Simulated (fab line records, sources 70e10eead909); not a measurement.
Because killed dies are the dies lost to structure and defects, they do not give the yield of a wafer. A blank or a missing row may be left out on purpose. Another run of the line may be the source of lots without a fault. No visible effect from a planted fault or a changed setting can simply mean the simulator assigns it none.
A struck lot beside a sound one | flow nand harc | 14 steps out of a route of 1159
Sound: these wafers, L992.1, L992.3, L992.5. Wafers L995.1, L995.3, L995.5 were the ones struck. The cause comes at the end.
For every step that has rows: the tool of each side, followed by ch and its chambers, followed by its first start. Under that, the readings that differ: sound wafers | struck wafers | difference of the means | sigmas: that difference in standard deviations of wafers without a fault.
alike: readings with means less than 2 such deviations apart, plus words and numbers identical on both sides. not compared: withheld readings, readings lacking a value on some wafer, bounds such as >300 that could conceal the same value, and numbers that have no deviation in the record and whose values overlap.
Wherever a step has rows on one side only, a row that says differs or no value, or a row with sigmas, the two part there. Numbers that don't overlap but have no deviation are shown without sigmas and don't part them. A reading that every wafer of one side lacks parts them only if that side has two wafers or more.

NHARC_A_STAIRCASE_STRIP_446: strips in O2.
  sound on plasma asher-01 ch 1, day 14 16:07; struck on plasma asher-02 ch 0,1, day 15 20:50
  reading                     | sound       | struck      | difference | sigmas
  drypump motor current A (A) | 5.9 5.9 5.9 | 5.3 5.3 5.0 | -0.7       | -2
  alike: heater power w
  not compared: rf hours counter h
then, 4 steps without rows for these wafers: NHARC_A_STAIRCASE_STRIP_447 (strips in SPM, time 900 s); NHARC_A_STAIRCASE_PRECLEAN_448 (cleans in SC1); NHARC_A_STAIRCASE_SRD_449; NHARC_A_STAIRCASE_CMP_450 (polishes SiO2, target thk 200 nm).
NHARC_A_STAIRCASE_CMP_152: polishes.
  sound on cmp-01 ch 1,2,3, day 14 16:59; struck on cmp-02 ch 1,3, day 15 21:43
  alike: motor current A
then, 2 steps without rows for these wafers: NHARC_A_STAIRCASE_SRD_154; NHARC_A_STAIRCASE_ETCH_403 (etches SiO2 in dHF, target depth 108.2 nm).
NHARC_A_STAIRCASE_ETCHBACK_422: etches the open film in CH3F/O2, target depth 40 nm, time 74.286 s.
  sound on rie diel-08 ch 0,1,3, day 14 17:28; struck on rie diel-02 ch 0,1, day 15 22:10
  alike: drypump motor current A, oes product au, rf vpp V, showerhead plenum p Torr, throttle valve pct
  not compared: rf hours counter h
then, 1 step without rows for these wafers: NHARC_A_STAIRCASE_ETCH_423 (etches SiO2 in dHF, target depth 30 nm).
NHARC_A_STAIRCASE_ETCHBACK_157: etches the open film in CH3F/O2, target depth 90 nm, time 167.14 s.
  sound on rie diel-07 ch 2,3, day 14 17:50; struck on rie diel-02 ch 0,2,3, day 15 22:34
  reading               | sound             | struck            | difference | sigmas
  oes product au (a.u.) | 0.913 0.922 0.923 | 0.998 0.991 0.989 | +0.073     | +3
  alike: drypump motor current A, rf vpp V, showerhead plenum p Torr, throttle valve pct
  not compared: rf hours counter h
NHARC_A_STAIRCASE_STRIP_475: strips in O2, time 20 s.
  sound on rie diel-07 ch 0,1, day 14 18:02; struck on rie diel-02 ch 0,1,3, day 15 22:43
  no value came back on the struck wafers for any of 7 readings (bias w (W), chamber pressure mTorr (mTorr) and others); on the sound wafers bias w (W) reads 0 0 0
  not compared: rf hours counter h
NHARC_A_STAIRCASE_DEP_471: deposits SiO2, target thk 100 nm.
  sound on pecvd-03 ch 1,2, day 14 18:16; struck on pecvd-03 ch 0,1,2, day 15 22:49
  alike: heater power w, throttle valve pct
-- jump in the record: it breaks off in module A_STAIRCASE and resumes in module END (first step shown: number 1159 of the route), and 5 days separate the struck wafers' starts before and after --
NHARC_END_SORT_01:
  sound on prober-02 ch 0, day 21 08:42; struck on prober-01 ch 0, day 21 10:17
  reading         | sound    | struck   | difference | sigmas
  killed at array | 12 16 13 | 33 51 33 | +25        | +3
  killed dies     | 17 19 17 | 36 54 36 | +24        | +2
  alike: killed at other, killed at periphery, killed open, killed short

## WHERE THEY PART
First at NHARC_A_STAIRCASE_STRIP_446; last, within this record, at NHARC_END_SORT_01.

WHY: what had been put in by the simulator
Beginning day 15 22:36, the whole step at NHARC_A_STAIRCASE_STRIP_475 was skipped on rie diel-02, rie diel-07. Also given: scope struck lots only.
